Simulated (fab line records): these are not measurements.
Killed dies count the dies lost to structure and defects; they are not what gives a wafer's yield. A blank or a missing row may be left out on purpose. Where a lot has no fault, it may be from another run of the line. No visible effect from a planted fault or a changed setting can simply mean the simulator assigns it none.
Which tool did it? + flow n5-finfet + 12 lots, 36 wafers sampled, at 3 steps of a route of 1938

WHAT THE GAUGES SHOWED, per wafer
N5_BEOL_M5_CD_MEAS_11: target cd 27.74 nm. Usual: cd-nm reads 28.07 nm (standard deviation 0.28).
| lot  | measured     | on        | cd-nm (nm)        | flag |
|------|--------------|-----------|-------------------|------|
| L504 | day 7 22:48  | cd-sem-01 | 28.43 28.73 28.40 |      |
| L505 | day 8 01:12  | cd-sem-01 | 28.17 28.13 27.99 |      |
| L507 | day 8 23:58  | cd-sem-03 | 28.00 27.78 28.09 |      |
| L506 | day 9 11:16  | cd-sem-01 | 28.21 28.32 28.13 |      |
| L510 | day 10 14:51 | cd-sem-03 | 27.80 27.71 27.70 |      |
| L512 | day 10 16:52 | cd-sem-01 | 27.83 28.23 27.95 |      |
| L514 | day 11 05:23 | cd-sem-02 | 28.25 28.14 28.38 |      |
| L517 | day 12 02:45 | cd-sem-01 | 27.86 28.19 28.04 |      |
| L520 | day 12 05:44 | cd-sem-01 | 27.90 27.90 27.78 |      |
| L523 | day 13 08:51 | cd-sem-03 | 28.16 28.10 28.10 |      |
| L524 | day 13 13:52 | cd-sem-03 | 27.50 28.34 28.12 |      |
| L526 | day 14 09:12 | cd-sem-02 | 28.66 27.88 28.40 |      |

N5_BEOL_M5_OVL_MEAS_12. Usual: M5_OVL gives 0.2 nm (standard deviation 0.6).
| lot  | measured     | on         | M5_OVL (nm)   | flag |
|------|--------------|------------|---------------|------|
| L504 | day 7 22:50  | overlay-02 | 0.2 -1.0 -0.4 |      |
| L505 | day 8 01:14  | overlay-02 | 0.6 0.3 -1.3  |      |
| L507 | day 9 00:00  | overlay-01 | 1.1 1.0 1.0   |      |
| L506 | day 9 11:19  | overlay-01 | 0.1 0.8 0.6   |      |
| L510 | day 10 14:53 | overlay-02 | 0.1 0.1 -0.2  |      |
| L512 | day 10 16:53 | overlay-01 | 0.1 -1.2 -0.4 |      |
| L514 | day 11 05:25 | overlay-02 | 0.7 0.3 0.1   |      |
| L517 | day 12 02:47 | overlay-02 | -0.5 -0.2 0.4 |      |
| L520 | day 12 05:46 | overlay-02 | 0.5 1.1 0.9   |      |
| L523 | day 13 08:53 | overlay-01 | 0.6 0.6 0.5   |      |
| L524 | day 13 13:54 | overlay-01 | 0.4 0.4 0.5   |      |
| L526 | day 14 09:14 | overlay-01 | 0.0 0.5 0.7   |      |

EACH LOT AND THE TOOL THAT RAN IT (in order: tool; ch and the chambers of the sampled wafers; start)
| lot  | N5_BEOL_M5_ILD_DEP_00           |
|------|---------------------------------|
| L504 | pecvd-04 ch 0,2, day 7 21:11    |
| L505 | pecvd-03 ch 0,1,2, day 7 23:30  |
| L507 | pecvd-03 ch 1,2, day 8 21:44    |
| L506 | pecvd-03 ch 0,1,2, day 9 09:45  |
| L510 | pecvd-04 ch 0,1,2, day 10 11:11 |
| L512 | pecvd-04 ch 0,2, day 10 15:46   |
| L514 | pecvd-03 ch 1,2, day 10 23:11   |
| L517 | pecvd-02 ch 0,1, day 12 00:19   |
| L520 | pecvd-03 ch 0,1,2, day 12 02:50 |
| L523 | pecvd-04 ch 0,2, day 13 06:01   |
| L524 | pecvd-04 ch 1,2, day 13 11:40   |
| L526 | pecvd-02 ch 1,2, day 14 08:01   |
- N5_BEOL_M5_ILD_DEP_00: deposits SiCOH lowk from DEMS/porogen, target thk 140.64 nm, time 25.9 s.

AS READ BY THE TOOLS THEMSELVES (means over the sampled wafers that have a number; for cases with no such wafer, the mark the record gives instead)
N5_BEOL_M5_ILD_DEP_00. Usual: heater-power-outer-w 127 W, standard deviation 30; heater-power-w 288 W, standard deviation 43; showerhead-plenum-p-Torr 5.738 Torr, standard deviation 0.013; throttle-valve-pct 13.9 %, standard deviation 0.88.
| lot  | tool     | heater-power-outer-w (W) | heater-power-w (W) | showerhead-plenum-p-Torr (Torr) | throttle-valve-pct (%) | flag |
|------|----------|--------------------------|--------------------|---------------------------------|------------------------|------|
| L504 | pecvd-04 | 124                      | 314                | 5.747                           | 13.3                   |      |
| L505 | pecvd-03 | 134                      | 280                | 5.732                           | 13.8                   |      |
| L507 | pecvd-03 | 119                      | 265                | 5.726                           | 13.7                   |      |
| L506 | pecvd-03 | 119                      | 262                | 5.743                           | 13.6                   |      |
| L510 | pecvd-04 | 114                      | 283                | 5.747                           | 14.2                   |      |
| L512 | pecvd-04 | 103                      | 288                | 5.741                           | 13.5                   |      |
| L514 | pecvd-03 | 139                      | 288                | 5.727                           | 13.3                   |      |
| L517 | pecvd-02 | 118                      | 270                | 5.732                           | 15.0                   |      |
| L520 | pecvd-03 | 124                      | 264                | 5.740                           | 13.3                   |      |
| L523 | pecvd-04 | 127                      | 318                | 5.742                           | 13.6                   |      |
| L524 | pecvd-04 | 149                      | 320                | 5.748                           | 14.9                   |      |
| L526 | pecvd-02 | 136                      | 306                | 5.731                           | 14.4                   |      |

THE ANSWER, worked out from the rows above alone
Rule: a lot is off if the mean of its wafers that have a number lies more than 3 standard deviations from the usual mean. A lot without any number at a reading at which 4 lots or more have one is off too. Any other lot the step has rows for is counted as sound. The gauges are gone through in route order, then the tools' own readings, and for those a lot's mean is taken as printed above. At the first step where some lot is off, the reading lying furthest off is the one used; lots without a number count as furthest.
Across all readings shown, no lot is off: no conclusion can be drawn from this.

WHAT THE SIMULATOR HAD PUT IN
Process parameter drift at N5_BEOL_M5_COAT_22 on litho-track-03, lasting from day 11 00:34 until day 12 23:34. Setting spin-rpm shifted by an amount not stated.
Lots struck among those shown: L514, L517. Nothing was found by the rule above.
